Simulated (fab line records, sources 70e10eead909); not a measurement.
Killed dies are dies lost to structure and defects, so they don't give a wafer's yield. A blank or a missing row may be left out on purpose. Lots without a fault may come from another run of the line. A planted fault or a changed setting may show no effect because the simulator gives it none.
fab line records | flow nand_harc
record lots=13 wafers=39 last_day=23
route steps=1159 shown A_BONDPAD@1088 THIN_TSV@1107 END@1159
lots that met no fault: from a run of the same line without faults
start_h: hours from the record's first day to the start of the lot's first wafer shown | wait_h: hours since the lot's step before | " the same as in the row above | L1.1+2: a row that stands for several wafers | - no value, or no start given | * or withheld: withheld | < > ~ a bound
route shown NAME@n: a module of which the file shows steps, and the number in the route of the first | usual: mean/standard deviation of fault-free wafers | same: alike in all rows | chamber/n: place in a boat | sites: the reading at each site | _std_site: their standard deviation | _edge_site: outer sites' mean less inner sites' | radius_mm: how far each site lies from the wafer's centre | mask NAME#n: copy n | behind: the tool/chamber that last shaped the wafer | hold: why the lot was held/for how many hours/how that ended | device: the transistor (n, p or np) that didn't switch | end of line: the same wafers' tests at the end of the route | a step without rows: its recipe alone | killed: dies lost to structure and defects at the first sort, not the wafer's yield | map: a wafer's dies, x killed, . not, _ none there
set.NAME: the setting as run; set.NAME@STEP: as run at that earlier step | model.NAME: the simulator's own value behind a step, which no gauge read
steps of the route over a sample of lots; a table a step, a row a wafer
services: from which hour (start_h, from the record's first day; less than 0 if before it) a tool's chamber was out of use, for how many hours, and why
## steps
# step NHARC_A_BONDPAD_CMP_19
# recipe t_overpolish_s=30 cu_recess_touch_s=16 target_thk_nm=169.8
# usual motor_current_A=12.4/1.2 overpolish_run_s=30.001/0.0096 retaining_ring_pressure_frac=1.000/0.0046 slurry_filter_dp_kPa=13.50/0.12
# columns lot.wafer tool chamber start_h wait_h motor_current_A overpolish_run_s retaining_ring_pressure_frac slurry_filter_dp_kPa
L702.3 cmp-01 1 418.11 - 12.3 29.998 0.995 13.52
L702.2 " 2 " " 12.1 30.005 1.004 13.43
L702.6 " 2 " " 11.5 30.004 1.011 13.54
L701.3 cmp-03 2 421.06 - 13.0 29.997 1.002 13.60
L701.2 " 3 " " 12.3 29.988 0.995 13.61
L701.5 " 1 " " 11.6 30.016 1.006 13.52
L703.3 cmp-01 2 422.56 - 12.0 29.983 1.003 13.49
L703.2 " 1 " " 11.5 30.017 1.007 13.49
L703.5 " 2 " " 11.4 29.990 0.997 13.71
L706.2 cmp-03 1 425.81 - 11.5 30.008 0.992 13.37
L706.5 " 1 " " 11.0 30.011 0.993 13.58
L706.6 " 2 " " 14.1 29.996 1.005 13.50
L704.2 cmp-03 1 432.41 - 12.2 29.994 1.004 13.52
L704.3 " 3 " " 12.4 29.989 0.999 13.69
L704.5 " 2 " " 13.5 29.988 1.000 13.45
L700.4 cmp-03 1 445.38 - 11.8 29.992 0.999 13.58
L700.2 " 0 " " 14.1 29.993 1.009 13.75
L700.6 " 1 " " 11.9 29.993 1.003 13.46
L710.3 cmp-03 1 485.08 - 12.0 30.002 0.999 13.55
L710.4 " 3 " " 11.7 30.011 1.007 13.39
L710.5 " 1 " " 11.4 30.007 0.999 13.46
L714.2 cmp-01 2 489.47 - 11.4 30.000 0.999 13.34
L714.5 " 0 " " 11.3 30.006 0.997 13.48
L714.6 " 1 " " 11.9 30.002 1.005 13.40
L713.1 cmp-04 1 491.39 - 11.2 29.996 0.994 13.52
L713.3 " 3 " " 12.6 29.984 0.996 13.56
L713.6 " 1 " " 11.3 29.995 1.003 13.48
L712.3 cmp-01 0 495.72 - 10.2 30.000 0.993 13.53
L712.4 " 1 " " 12.8 29.988 0.993 13.38
L712.1 " 3 " " 13.7 30.009 0.999 13.54
L720.4 cmp-04 3 516.60 - 12.1 30.006 0.994 13.28
L720.3 " 0 " " 12.1 29.984 0.999 13.38
L720.5 " 1 " " 11.3 30.008 0.993 13.57
L717.3 cmp-01 1 520.08 - 12.5 29.993 1.001 13.38
L717.2 " 0 " " 10.6 30.001 1.001 13.23
L717.6 " 1 " " 12.0 29.994 1.003 13.47
L718.3 cmp-01 0 523.45 - 11.5 30.014 1.001 13.48
L718.2 " 1 " " 11.9 30.008 0.995 13.39
L718.6 " 2 " " 10.8 30.010 1.002 13.33
# step NHARC_THIN_TSV_DEP_43
# recipe target_thk_a=13285 temp_c=withheld pressure_torr=6.5 rf_w=900 teos_flow_sccm=161.4 flow_sccm=2650 target_thk_nm=1328.5 gas=O2 material=SiO2
# usual throttle_valve_pct=15.9/0.54
# columns lot.wafer tool chamber start_h wait_h throttle_valve_pct
L702.3 pecvd-04 0 430.35 - 16.4
L702.2 " 1 " " 16.6
L702.6 " 2 " " 15.5
L701.3 pecvd-01 2 431.58 - 15.2
L701.2 " 0 " " 16.7
L701.5 " 0 " " 16.5
L703.2 pecvd-03 1 437.74 - 15.5
L703.3 " 2 " " 15.8
L703.5 " 0 " " 15.1
L706.2 pecvd-04 0 439.01 - 16.5
L706.5 " 0 " " 16.1
L706.6 " 1 " " 16.3
L704.2 pecvd-01 0 447.21 - 16.3
L704.3 " 1 " " 15.4
L704.5 " 2 " " 15.3
L700.2 pecvd-01 2 457.59 - 15.4
L700.6 " 2 " " 15.1
L700.4 " 0 " " 16.7
L710.3 pecvd-04 1 499.50 - 16.7
L710.4 " 0 " " 15.9
L710.5 " 0 " " 16.4
L714.2 pecvd-01 2 500.55 - 15.2
L714.5 " 1 " " 15.7
L714.6 " 0 " " 16.7
L713.3 pecvd-01 0 503.61 - 16.4
L713.1 " 2 " " 15.2
L713.6 " 2 " " 15.5
L712.1 pecvd-01 0 512.24 - 16.6
L712.3 " 2 " " 15.5
L712.4 " 2 " " 15.5
L720.3 pecvd-01 1 528.52 - 15.5
L720.4 " 1 " " 15.9
L720.5 " 2 " " 15.5
L717.3 pecvd-03 0 532.58 - 14.9
L717.2 " 2 " " 15.6
L717.6 " 1 " " 15.7
L718.3 pecvd-01 2 534.13 - 15.4
L718.2 " 0 " " 16.8
L718.6 " 0 " " 16.6
# step NHARC_THIN_TSV_STRIP_62
# recipe power_w=1500 temp_c=250 time_s=20 chemistry=N2/H2
# usual drypump_motor_current_A=5.7/0.31 heater_power_w=347/34 temp_c=250.02/0.17
# columns lot.wafer tool chamber start_h wait_h drypump_motor_current_A heater_power_w rf_hours_counter_h temp_c
L702.2 plasma_asher-01 1 433.97 - 5.4 342 57 249.93
L702.3 " 0 " " 6.1 334 - 250.05
L702.6 " 0 " " 6.0 329 - 249.75
L701.2 plasma_asher-01 1 434.90 - 5.4 346 58 250.10
L701.3 " 0 " " 6.1 342 - 250.13
L701.5 " 0 " " 6.1 339 - 250.02
L703.2 plasma_asher-01 0 441.32 - 6.1 330 60 250.08
L703.3 " 0 " " 6.0 333 - 250.36
L703.5 " 0 " " 6.1 338 - 250.26
L706.2 plasma_asher-02 0 442.60 - 6.0 415 19 250.05
L706.6 " 0 " " 6.0 412 - 250.10
L706.5 " 1 " " 5.3 328 - 249.98
L704.2 plasma_asher-02 1 450.50 - 5.3 341 23 250.28
L704.3 " 0 " " 6.0 416 - 250.07
L704.5 " 1 " " 5.3 335 - 250.17
L700.2 plasma_asher-02 0 461.01 - 6.0 424 29 249.94
L700.4 " 1 " " 5.3 334 - 249.98
L700.6 " 1 " " 5.3 336 - 250.35
L710.4 plasma_asher-02 0 503.14 - 6.0 415 - 250.01
L710.3 " 1 " " 5.3 323 - 250.01
L710.5 " 0 " " 6.0 402 - 249.82
L714.2 plasma_asher-01 0 504.08 - 6.0 325 13 249.95
L714.6 " 1 " " 5.4 336 - 249.94
L714.5 " 0 " " 6.0 328 - 250.12
L713.1 plasma_asher-02 1 507.24 - 5.3 342 42 250.13
L713.3 " 1 " " 5.3 339 - 249.88
L713.6 " 1 " " 5.3 335 - 249.81
L712.1 plasma_asher-01 0 516.32 - 6.0 326 18 250.01
L712.4 " 0 " " 6.0 324 - 249.83
L712.3 " 1 " " 5.5 328 - 249.93
L720.4 plasma_asher-02 0 531.95 - 6.0 416 - 249.48
L720.3 " 1 " " 5.3 337 - 250.00
L720.5 " 0 " " 6.0 420 - 249.70
L717.2 plasma_asher-01 0 536.26 - 6.1 324 26 250.33
L717.3 " 1 " " 5.4 328 - 249.97
L717.6 " 0 " " 6.0 323 - 250.18
L718.2 plasma_asher-01 1 537.51 - 5.4 335 26 250.20
L718.3 " 0 " " 6.0 327 - 249.94
L718.6 " 1 " " 5.4 325 - 249.93
# step NHARC_THIN_TSV_ECD_20
# recipe target_thk_a=20000 material=Cu
# columns lot.wafer tool chamber start_h wait_h
L702.2+3+6 ecd_cu-02 1,1,0 434.57 -
L701.2+3+5 ecd_cu-02 1,1,0 435.63 -
L703.2+3+5 ecd_cu-01 1 441.96 -
L706.2+6+5 ecd_cu-01 1,0,1 443.32 -
L704.2+3+5 ecd_cu-02 0 451.22 -
L700.2+4+6 ecd_cu-02 1,0,0 461.64 -
L710.3+4+5 ecd_cu-02 0,1,1 503.94 -
L714.2+5+6 ecd_cu-01 0,1,0 504.80 -
L713.1+3+6 ecd_cu-01 1,0,0 507.94 -
L712.1+3+4 ecd_cu-02 0,0,1 516.95 -
L720.4+3+5 ecd_cu-01 0,1,0 532.91 -
L717.2+3+6 ecd_cu-01 0 536.99 -
L718.2+3+6 ecd_cu-01 1,1,0 538.24 -
# step NHARC_END_SORT_01
# recipe temp_c=25
# usual defect_limited_yield=96.2/1.3 killed_at_array=21/8.9 killed_at_other=0.8/1.3 killed_at_periphery=3.6/2.4 killed_dies=26/8.9 killed_open=3.1/1.8 killed_short=1.9/1.3 sort_bin_2_pct=1.2/0.54 sort_bin_3_pct=0.21/0.17 sort_bin_4_pct=2.4/0.91 sort_n_pass=651/8.9 sort_rim_yield_pct=95.0/2.8 sort_yield_pct=96.2/1.3
# same gross_dies=677 sort_bin_5_pct[%]=0 sort_bin_6_pct[%]=0 sort_bin_7_pct[%]=0 sort_bin_8_pct[%]=0 sort_rim_n_gross=106.00
# columns lot.wafer tool chamber start_h wait_h defect_limited_yield[%] killed_at_array killed_at_other killed_at_periphery killed_dies killed_open killed_short sort_bin_2_pct[%] sort_bin_3_pct[%] sort_bin_4_pct[%] sort_n_pass sort_rim_yield_pct[%] sort_yield_pct[%]
L714.2 prober-01 0 516.52 2.8 97.3 15 0 3 18 5 0 1.0 0.15 1.5 659 95.3 97.3
L714.5 prober-01 0 518.93 3.7 97.3 8 1 9 18 2 1 0.7 0.44 1.5 659 95.3 97.3
L714.6 prober-01 0 519.74 4.0 96.9 8 7 6 21 2 0 1.2 0 1.9 656 97.2 96.9
L710.3 prober-02 0 517.36 3.1 94.8 30 2 3 35 1 3 2.5 0.44 2.2 642 91.5 94.8
L710.4 prober-02 0 518.17 3.4 0 33 640 4 677 2 2 96.0 0.30 3.7 0 0 0
L710.5 prober-02 0 518.97 3.7 0 23 650 4 677 1 2 96.6 0.30 3.1 0 0 0
L713.1 prober-01 0 523.54 2.5 94.2 30 2 7 39 4 1 1.2 0.15 4.4 638 96.2 94.2
L713.3 prober-01 0 525.14 3.1 92.9 40 0 8 48 5 2 2.5 0.30 4.3 629 92.5 92.9
L713.6 prober-01 0 527.54 4.0 95.9 28 0 0 28 4 0 1.5 0.30 2.4 649 93.4 95.9
L712.1 prober-02 0 528.56 2.5 95.9 24 0 4 28 3 4 1.2 0.44 2.5 649 86.8 95.9
L712.3 prober-02 0 530.17 3.1 96.2 20 2 4 26 6 1 1.3 0.15 2.4 651 94.3 96.2
L712.4 prober-02 0 530.97 3.4 0 13 659 5 677 6 2 98.1 0.30 1.6 0 0 0
L720.3 prober-01 0 544.93 3.1 93.6 40 0 3 43 5 2 2.1 0.30 4.0 634 92.5 93.6
L720.4 prober-01 0 545.72 3.4 95.3 30 0 2 32 5 3 1.0 0.59 3.1 645 99.1 95.3
L720.5 prober-01 0 546.52 3.7 96.3 25 0 0 25 2 2 0.9 0.15 2.7 652 93.4 96.3
L717.2 prober-02 0 551.74 2.8 97.0 16 2 2 20 6 3 0.6 0 2.4 657 93.4 97.0
L717.3 prober-02 0 552.55 3.1 96.9 16 0 5 21 6 2 1.0 0.15 1.9 656 99.1 96.9
L717.6 prober-02 0 554.98 4.1 97.9 13 0 1 14 2 3 0.3 0.30 1.5 663 98.1 97.9
# killed by level:class
L714.2 A_CHANNEL_HOLE_D1:chamber_film_flake=4 A_STAIRCASE:chamber_film_flake=3 P_M2:chamber_film_flake=2 A_WL_FILL:chamber_film_flake=2 P_M1:geometric_particle:open=1 A_SOURCE_PLATE:geometric_particle:open=1 A_CHANNEL_FILL_D1:geometric_particle:open=1 A_WL_FILL:geometric_particle:open=1
L710.3 A_CHANNEL_HOLE_D1:chamber_film_flake=16 A_SLIT:chamber_film_flake=8 A_CONTACT:chamber_film_flake=3 P_M0:geometric_particle:short=1 A_M0:geometric_particle:short=1 A_M1:geometric_particle:open=1 P_ZERO_WELL:chamber_film_flake=1 P_M1:chamber_film_flake=1
L710.4 THIN_TSV:area_ecd=639 A_CHANNEL_HOLE_D1:chamber_film_flake=14 A_SLIT:chamber_film_flake=14 P_CONTACT:geometric_particle:open=2 A_CONTACT:chamber_film_flake=2 A_SGD_CUT:geometric_particle:short=1 P_ZERO_WELL:chamber_film_flake=1 P_M1:chamber_film_flake=1
L714.5 P_M2:chamber_film_flake=7 A_CHANNEL_HOLE_D1:chamber_film_flake=3 P_ZERO_WELL:chamber_film_flake=2 A_CONTACT:chamber_film_flake=2 A_CONTACT:geometric_particle:open=1 A_CONTACT:geometric_particle:short=1 A_M1:geometric_particle:open=1 HYBRID_BOND:chamber_film_flake=1
L710.5 THIN_TSV:area_ecd=648 A_CHANNEL_HOLE_D1:chamber_film_flake=14 A_SLIT:chamber_film_flake=3 A_CONTACT:chamber_film_flake=3 P_ZERO_WELL:chamber_film_flake=2 P_M1:chamber_film_flake=2 THIN_TSV:chamber_film_flake=2 A_CHANNEL_HOLE_D1:geometric_particle:short=1
L714.6 HYBRID_BOND:chamber_film_flake=6 A_CHANNEL_HOLE_D1:chamber_film_flake=4 P_GATE:chamber_film_flake=3 P_CONTACT:geometric_particle:open=1 P_ZERO_WELL:chamber_film_flake=1 P_M2:chamber_film_flake=1 STARTING-WAFER:geometric_particle:open=1 A_ZERO_WELL:chamber_film_flake=1
L713.1 A_CHANNEL_HOLE_D1:chamber_film_flake=20 P_ZERO_WELL:chamber_film_flake=4 A_SLIT:chamber_film_flake=4 A_CONTACT:geometric_particle:open=2 A_CONTACT:chamber_film_flake=2 HYBRID_BOND:chamber_film_flake=2 P_GATE:geometric_particle:short=1 P_GATE:geometric_particle:open=1
L713.3 A_CHANNEL_HOLE_D1:chamber_film_flake=17 A_SLIT:chamber_film_flake=14 P_ZERO_WELL:chamber_film_flake=5 A_STAIRCASE:chamber_film_flake=2 P_GATE:geometric_particle:open=1 P_M1:geometric_particle:open=1 A_CHANNEL_FILL_D1:geometric_particle:open=1 A_CHANNEL_FILL_D1:geometric_particle:short=1
L713.6 A_CHANNEL_HOLE_D1:chamber_film_flake=13 A_SLIT:chamber_film_flake=9 A_BLC:geometric_particle:open=2 A_CHANNEL_FILL_D1:geometric_particle:open=1 A_M0:geometric_particle:open=1 A_WL_FILL:chamber_film_flake=1 A_CONTACT:chamber_film_flake=1
L712.1 A_SLIT:chamber_film_flake=11 A_CHANNEL_HOLE_D1:chamber_film_flake=4 A_WL_FILL:geometric_particle:short=2 P_STI:chamber_film_flake=2 P_M0:geometric_particle:open=1 A_CHANNEL_FILL_D1:geometric_particle:open=1 A_CHANNEL_FILL_D1:geometric_particle:short=1 A_SGD_CUT:geometric_particle:open=1
L712.3 A_SLIT:chamber_film_flake=11 A_CONTACT:geometric_particle:open=3 A_CONTACT:chamber_film_flake=3 P_CONTACT:geometric_particle:open=2 A_CHANNEL_HOLE_D1:chamber_film_flake=2 THIN_TSV:chamber_film_flake=2 P_GATE:geometric_particle:open=1 A_ONON_D1:geometric_particle:short=1
L712.4 THIN_TSV:area_ecd=658 A_SLIT:chamber_film_flake=5 A_WL_FILL:geometric_particle:open=2 P_CONTACT:geometric_particle:open=1 P_CONTACT:geometric_particle:short=1 P_M1:geometric_particle:open=1 A_ONON_D1:geometric_particle:short=1 A_CONTACT:geometric_particle:open=1
L720.3 A_CHANNEL_HOLE_D1:chamber_film_flake=26 A_CONTACT:chamber_film_flake=3 A_SOURCE_PLATE:geometric_particle:short=2 A_CONTACT:geometric_particle:open=2 P_STI:chamber_film_flake=2 A_SGD_CUT:geometric_particle:open=1 A_WL_FILL:geometric_particle:open=1 A_M0:geometric_particle:open=1
L720.4 A_CHANNEL_HOLE_D1:chamber_film_flake=19 A_CONTACT:chamber_film_flake=2 A_ONON_D1:geometric_particle:open=1 A_CHANNEL_FILL_D1:geometric_particle:open=1 A_SGD_CUT:geometric_particle:open=1 A_CONTACT:geometric_particle:short=1 A_CONTACT:geometric_particle:open=1 A_BLC:geometric_particle:open=1
L720.5 A_CHANNEL_HOLE_D1:chamber_film_flake=18 A_CONTACT:chamber_film_flake=2 A_CHANNEL_FILL_D1:geometric_particle:short=1 A_WL_FILL:geometric_particle:short=1 A_CONTACT:geometric_particle:open=1 A_M0:geometric_particle:open=1 A_BLC:chamber_film_flake=1
L717.2 A_CHANNEL_HOLE_D1:chamber_film_flake=6 A_CONTACT:chamber_film_flake=4 A_CONTACT:geometric_particle:open=2 P_M2:geometric_particle:open=1 A_CHANNEL_FILL_D1:geometric_particle:open=1 A_CHANNEL_FILL_D1:geometric_particle:short=1 A_M0:geometric_particle:open=1 A_M1:geometric_particle:short=1
L717.3 A_CONTACT:chamber_film_flake=8 A_STAIRCASE:chamber_film_flake=2 P_CONTACT:geometric_particle:open=1 P_CONTACT:geometric_particle:short=1 P_M2:geometric_particle:open=1 A_ONON_D1:geometric_particle:open=1 A_CHANNEL_FILL_D1:geometric_particle:open=1 A_SGD_CUT:geometric_particle:open=1
L717.6 A_CHANNEL_HOLE_D1:chamber_film_flake=5 A_CONTACT:chamber_film_flake=3 A_CONTACT:geometric_particle:open=2 P_STI:geometric_particle:short=1 A_SOURCE_PLATE:geometric_particle:short=1 A_CONTACT:geometric_particle:short=1 A_WL_FILL:chamber_film_flake=1
## services
# columns tool chamber start_h hours kind
pecvd-01 1 395.88 4.1 repair
cmp-04 - 399.00 4.0 pm
plasma_asher-02 - 413.71 21.1 repair
pecvd-01 - 418.13 13.0 pm
cmp-01 - 424.06 0.9 repair
cmp-03 - 430.90 0.9 repair
ecd_cu-01 - 448.00 8.0 pm
cmp-03 - 450.03 4.0 pm
pecvd-04 - 452.11 0.3 repair
plasma_asher-01 - 453.23 9.0 pm
cmp-01 - 455.80 2.8 repair
ecd_cu-01 - 463.74 0.8 repair
pecvd-03 - 473.19 13.0 pm
cmp-01 - 473.50 4.0 pm
pecvd-01 1 473.60 7.0 repair
pecvd-04 - 473.98 2.5 repair
cmp-04 - 485.62 2.1 repair
cmp-01 - 487.74 0.3 repair
cmp-04 - 497.00 4.0 pm
pecvd-04 2 505.81 3.4 repair
cmp-01 - 516.01 1.7 repair
cmp-03 - 516.46 0.2 repair
ecd_cu-02 - 532.04 8.0 pm
plasma_asher-02 - 537.76 9.0 pm
## key
first_sign step=NHARC_END_SORT_01 reading=killed_at_other direction=up sigmas=99+ usual=0.8 struck=649.7
effect step=NHARC_END_SORT_01 reading=sort_bin_2_pct direction=up sigmas=99+ usual=1.2 struck=96.9
more_kills_born_at NHARC_THIN_TSV_ECD_20@ecd_cu-02=1945
met_at NHARC_THIN_TSV_ECD_20
struck_lots L710,L712
struck_wafers L710.4,L710.5,L712.4
later_rows_left_out L710.4,L710.5,L712.4
not_acting_at NHARC_A_BONDPAD_CMP_19,NHARC_THIN_TSV_DEP_43,NHARC_THIN_TSV_STRIP_62
onset_between 461.64 503.94
fault kind=process_parameter_drift tool=ecd_cu-02 chamber=1 onset_h=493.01 steps=NHARC_THIN_TSV_ECD_20 channel=target_thk_a offset=* shape=step end_h=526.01 acts_in=* stated=*
# later_rows_left_out: the simulator's readings of these wafers behind a module that went badly wrong aren't trusted and aren't shown, but for the sort
